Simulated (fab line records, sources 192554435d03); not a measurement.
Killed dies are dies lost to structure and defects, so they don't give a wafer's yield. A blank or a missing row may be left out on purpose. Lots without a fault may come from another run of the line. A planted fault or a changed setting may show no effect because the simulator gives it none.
Which tool did it? | flow n5_finfet | 11 lots, 33 wafers sampled, at 2 steps of a route of 1938

WHAT THE GAUGES READ, wafer by wafer
N5_BEOL_M10_OVL_MEAS_12. Usual: M10_OVL -0.4 nm, standard deviation 0.71.
lot  | measured     | on         | M10_OVL (nm)   | flag
L508 | day 11 06:31 | overlay-01 | 0.7 -0.7 0.6   |
L511 | day 11 12:10 | overlay-01 | -0.5 -0.4 -1.2 |
L509 | day 11 12:38 | overlay-02 | -1.5 -1.5 -1.6 |
L510 | day 11 12:59 | overlay-01 | 0.8 0.8 0.3    |
L515 | day 12 05:47 | overlay-01 | -0.7 -0.6 0.5  |
L513 | day 12 05:57 | overlay-02 | 0.0 0.1 -0.6   |
L514 | day 12 08:43 | overlay-02 | 0.0 -1.8 -1.2  |
L519 | day 13 20:16 | overlay-02 | -1.3 -1.5 -1.5 |
L521 | day 14 03:28 | overlay-01 | 0.0 -0.3 -0.1  |
L526 | day 15 22:22 | overlay-02 | 0.0 -1.2 0.2   |
L529 | day 16 10:50 | overlay-01 | -0.4 0.0 -0.2  |

WHICH TOOL RAN EACH LOT (tool, then ch and the chambers of the sampled wafers, then the start)
lot  | N5_BEOL_M10_ILD_DEP_00
L508 | pecvd-01 ch 0,1, day 11 05:18
L511 | pecvd-04 ch 1,2, day 11 10:01
L509 | pecvd-04 ch 0,1,2, day 11 11:04
L510 | pecvd-03 ch 0,1,2, day 11 11:23
L515 | pecvd-04 ch 1,2, day 12 03:56
L513 | pecvd-04 ch 0,1,2, day 12 04:10
L514 | pecvd-01 ch 0,2, day 12 06:28
L519 | pecvd-01 ch 0,1,2, day 13 17:12
L521 | pecvd-04 ch 1,2, day 14 00:59
L526 | pecvd-01 ch 0,1, day 15 20:29
L529 | pecvd-01 ch 0,1,2, day 16 08:52
- N5_BEOL_M10_ILD_DEP_00: deposits SiCOH lowk from DEMS/porogen, target thk 308.51 nm, time 58 s.

WHAT THE TOOLS THEMSELVES READ (means of the sampled wafers that have a number; where no wafer has one, the mark that the record gives instead)
N5_BEOL_M10_ILD_DEP_00. Usual: chamber_pressure_Torr 5.001 Torr, standard deviation 0.01; heater_power_w 309 W, standard deviation 40; showerhead_plenum_p_Torr 5.733 Torr, standard deviation 0.014; throttle_valve_pct 14.0 %, standard deviation 1.
lot  | tool     | chamber_pressure_Torr (Torr) | heater_power_w (W) | showerhead_plenum_p_Torr (Torr) | throttle_valve_pct (%) | flag
L508 | pecvd-01 | 4.993                        | 293                | 5.726                           | 15.3                   |
L511 | pecvd-04 | 5.004                        | 305                | 5.740                           | 13.4                   |
L509 | pecvd-04 | 4.991                        | 302                | 5.731                           | 13.5                   |
L510 | pecvd-03 | 5.005                        | 288                | 5.735                           | 13.9                   |
L515 | pecvd-04 | 4.998                        | 298                | 5.729                           | 13.3                   |
L513 | pecvd-04 | 5.007                        | 332                | 5.724                           | 13.6                   |
L514 | pecvd-01 | 4.994                        | 287                | 5.737                           | 13.8                   |
L519 | pecvd-01 | 5.009                        | 317                | 5.736                           | 14.5                   |
L521 | pecvd-04 | 4.998                        | 315                | 5.733                           | 13.3                   |
L526 | pecvd-01 | 5.008                        | 323                | 5.718                           | 15.4                   |
L529 | pecvd-01 | 5.003                        | 300                | 5.739                           | 14.6                   |

THE ANSWER, worked out from the rows above alone
Rule: a lot is off if the mean of its wafers that have a number lies more than 3 standard deviations from the usual mean. A lot without any number at a reading at which 4 lots or more have one is off too. The other lots that the step has rows for count as sound. The gauges are gone through in route order, then the tools' own readings, and for those a lot's mean is taken as printed above. The first step at which some lot is off is used, and at that step the reading that is off furthest; a lot without a number counts as furthest.
No lot is off at any reading shown: from this, nothing can be told.

WHAT THE SIMULATOR HAD PUT IN
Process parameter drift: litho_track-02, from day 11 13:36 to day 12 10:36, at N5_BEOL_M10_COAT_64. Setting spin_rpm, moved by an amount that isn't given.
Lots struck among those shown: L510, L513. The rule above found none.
